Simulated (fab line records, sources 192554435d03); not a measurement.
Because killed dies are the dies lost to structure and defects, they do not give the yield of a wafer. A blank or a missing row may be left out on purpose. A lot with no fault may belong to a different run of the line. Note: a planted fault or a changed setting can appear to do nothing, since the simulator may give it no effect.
2 desks, one fault | flow n5 finfet | each desk holds nothing but its own numbers, with what lay behind them at the end

## AT THE METROLOGY DESK
What the gauges read, lot by lot, whatever tool the lot ran on: means of the sampled wafers that have a number. The brackets show how far a lot's mean lies from the usual mean; more than 4 standard deviations puts the lot out of limits, marked OUT. Shown here are 7 of its 10 readings, the ones lying furthest out on some lot.
Columns: A = DIBL_N at N5_BEOL_M4_RC_MEAS_101, usual 36.0 mV/V; B = IOFF_P at N5_BEOL_M4_RC_MEAS_101, usual 0.21 nA/um; C = ION_N at N5_BEOL_M4_RC_MEAS_101, usual 675 uA/um; D = ION_P at N5_BEOL_M4_RC_MEAS_101, usual 463 uA/um; E = SS_N at N5_BEOL_M4_RC_MEAS_101, usual 71.6 mV/dec; F = SS_P at N5_BEOL_M4_RC_MEAS_101, usual 73.3 mV/dec; G = VT_N at N5_BEOL_M4_RC_MEAS_101, usual 250 mV
lot  | first seen here | A    | B    | C   | D   | E    | F    | G
L433 | day 8 01:43     | 36.3 | 0.19 | 661 | 453 | 72.1 | 73.7 | 251
L435 | day 8 20:47     | 34.2 | 0.18 | 665 | 455 | 71.2 | 73.2 | 251
L437 | day 9 06:21     | 35.5 | 0.18 | 673 | 459 | 71.1 | 72.6 | 251
L442 | day 10 11:44    | 34.4 | 0.20 | 670 | 464 | 70.8 | 72.7 | 251
L452 | day 12 11:17    | 36.3 | 0.25 | 679 | 468 | 72.1 | 73.5 | 249
L450 | day 12 15:52    | 34.0 | 0.18 | 662 | 459 | 70.9 | 72.9 | 255
L453 | day 13 21:14    | 38.4 | 0.24 | 680 | 467 | 72.0 | 74.3 | 249
L451 | day 14 00:33    | 37.1 | 0.27 | 683 | 471 | 71.8 | 74.0 | 249
L454 | day 14 02:49    | 36.5 | 0.19 | 676 | 460 | 71.4 | 73.1 | 249
This desk's finding: nothing out of limits on any of the 9 lots.

## DESK OF THE TOOL OWNER: pvd sputter-03
The tool's own readings at N5_MOL_CONTACT_COAG_SPUTTER_130 (material Co, target thk 47.5 nm): means of the sampled wafers that have a number, for each lot that ran on this tool. The brackets show how far a lot's mean lies from the usual mean; more than 4 standard deviations puts the lot out of limits, marked OUT.
Columns: A = cathode dc power W at N5_MOL_CONTACT_COAG_SPUTTER_130, usual 3000.0 W; B = throttle valve pct at N5_MOL_CONTACT_COAG_SPUTTER_130, usual 29.8 %
lot  | first seen here | A                        | B
L435 | day 5 12:39     | 2999.7                   | 29.0
L437 | day 5 21:06     | 3000.4                   | 29.8
L442 | day 7 04:53     | 3000.3                   | 29.4
L450 | day 9 06:03     | 3611.6 (+99 or more) OUT | 29.3
L452 | day 9 17:13     | 3611.5 (+99 or more) OUT | 29.1
This desk's verdict: out of limits on L450, L452, starting with L450 at day 9 06:03 (cathode dc power W at N5_MOL_CONTACT_COAG_SPUTTER_130). Within limits: L435, L437, L442.

## BROUGHT TOGETHER
The tool owner's desk had the chance to raise an alarm at day 9 06:03 on L450, L452.
The metrology desk saw nothing out of limits.
The metrology desk holds a record of L450, L452, inside its limits.
The lots listed all ran N5_MOL_CONTACT_COAG_SPUTTER_130 on pvd sputter-03.

## WHAT THE SIMULATOR HAD INSERTED
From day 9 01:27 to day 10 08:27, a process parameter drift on pvd sputter-03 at N5_MOL_CONTACT_COAG_SPUTTER_130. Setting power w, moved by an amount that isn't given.
Shown lots that were struck: L450, L452.
Delay in hours, fault start to first out-of-limits reading, by desk: the tool owner's desk at 5.
